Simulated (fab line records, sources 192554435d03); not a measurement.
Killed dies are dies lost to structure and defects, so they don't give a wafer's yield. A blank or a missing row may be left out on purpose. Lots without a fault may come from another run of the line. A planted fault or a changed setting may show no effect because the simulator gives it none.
A struck lot beside a sound one | flow n5_finfet | 16 steps out of a route of 1938
Sound: wafers L394.1, L394.2, L394.3. Struck: wafer L407.6. (L407.3, L407.5 of the same lot were not struck and are left out.) The cause comes at the end.
At each step with rows: each side's tool, then ch and its chambers, then its first start. Under that, the readings that differ: sound wafers | struck wafers | difference of the means | sigmas: that difference in standard deviations of wafers without a fault.
alike: readings whose means differ by less than 2 such deviations, and words and numbers that are the same on both sides. not compared: withheld readings, readings that some wafer has no value for, bounds like >300 that may hide the same value, and numbers for which the record gives no deviation and whose values overlap.
The two part at a step that has a row with sigmas, a row that says differs or no value, or rows on one side only. Numbers that don't overlap but have no deviation are shown without sigmas and don't part them. A reading that every wafer of one side lacks parts them only if that side has two wafers or more.

first, 7 steps without rows for these wafers: N5_SDB_COAT_04 (time 60 s, resist thk 18 nm); N5_SDB_COAT_05 (resist thk 90 nm); N5_SDB_EBR_07; N5_SDB_SOFTBAKE_06 (time 60 s); N5_SDB_EXPOSE_08 (exposes mask SDB); N5_SDB_PEB_09 (peb time 60 s); N5_SDB_DEVELOP_10 (develop time 30 s).
N5_SDB_CD_MEAS_11: target cd 50 nm.
  sound on cd_sem-03 ch 0, day 6 04:35; struck on cd_sem-03 ch 0, day 9 14:00
  alike: cd_nm
N5_SDB_OVL_MEAS_12:
  sound on overlay-01 ch 0, day 6 04:37; struck on overlay-01 ch 0, day 9 14:01
  alike: SDB_OVL
N5_SDB_INSPECT_13: inspects for defects (brightfield).
  sound on defect_inspect-01, day 6 04:38; struck on defect_inspect-02, day 9 14:03
  alike: raw_defect_count
N5_SDB_DESCUM_16: chemistry O2, time 7.9 s.
  sound on rie_diel-05 ch 0,2,3, day 6 07:25; struck on rie_diel-05 ch 2, day 9 14:09
  alike: drypump_motor_current_A, oes_product_au, rf_vpp_V, showerhead_plenum_p_Torr, throttle_valve_pct
  not compared: rf_hours_counter_h
N5_SDB_ETCH_17: etches SiARC in CF4, target depth 23.4 nm, time 39 s.
  sound on rie_diel-05 ch 0,2,3, day 6 07:27; struck on rie_diel-05 ch 2, day 9 14:11
  alike: drypump_motor_current_A, etch_rf_on_time_s, mfc_ar_sccm, oes_product_au, rf_fwd_power_W, rf_vpp_V, showerhead_plenum_p_Torr, throttle_valve_pct
  not compared: rf_hours_counter_h
N5_SDB_ETCH_18: etches SOC in N2/H2, target depth 100 nm, overetch 20 nm, time 150 s.
  sound on rie_diel-05 ch 0,2,3, day 6 07:29; struck on rie_diel-05 ch 2, day 9 14:13
  reading                                | sound             | struck | difference | sigmas
  rf_fwd_power_W (W)                     | 833.8 838.0 837.3 | 1042.5 | +206.1     | +82
  rf_vpp_V (V)                           | 527.3 525.2 525.8 | 490.4  | -35.7      | -20
  model.SiARC_of_SDB_COAT_04.thk_nm (nm) | 12.8 12.6 12.8    | 12.2   | -0.5       |
  alike: drypump_motor_current_A, oes_product_au, showerhead_plenum_p_Torr, throttle_valve_pct
  not compared: rf_hours_counter_h
then, 1 step without rows for these wafers: N5_SDB_STRIP_19 (strips in N2/H2).
-- the record jumps here: 5 days lie between the struck wafers' starts before and after (it left off in module SDB and takes up again in module BEOL_M4, whose first step shown is number 1111 of the route) --
N5_BEOL_M4_RC_MEAS_101:
  sound on prober-02 ch 0, day 11 12:19; struck on prober-02 ch 0, day 14 10:34
  reading        | sound             | struck | difference | sigmas
  DIBL_N (mV/V)  | 32.2 32.6 30.1    | 38.2   | +6.6       | +4
  DIBL_P (mV/V)  | 32.1 32.9 28.6    | 36.7   | +5.5       | +3
  IOFF_N (nA/um) | 0.111 0.118 0.084 | 0.174  | +0.070     | +2
  SS_P (mV/dec)  | 72.2 72.4 71.7    | 73.8   | +1.7       | +2
  VT_N (mV)      | 254.5 253.3 258.1 | 248.1  | -7.2       | -2
  alike: IOFF_P, ION_N, ION_P, SS_N, VT_P
then, 1 step without rows for these wafers: N5_PASSIVATION_PROBE_49.

WHERE THEY PART
First at N5_SDB_ETCH_18; last, within this record, at N5_BEOL_M4_RC_MEAS_101.

WHY: what the simulator had put in
Process parameter drift: rie_diel-05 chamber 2, from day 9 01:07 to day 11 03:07, at N5_SDB_ETCH_18. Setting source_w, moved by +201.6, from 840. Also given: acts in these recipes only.
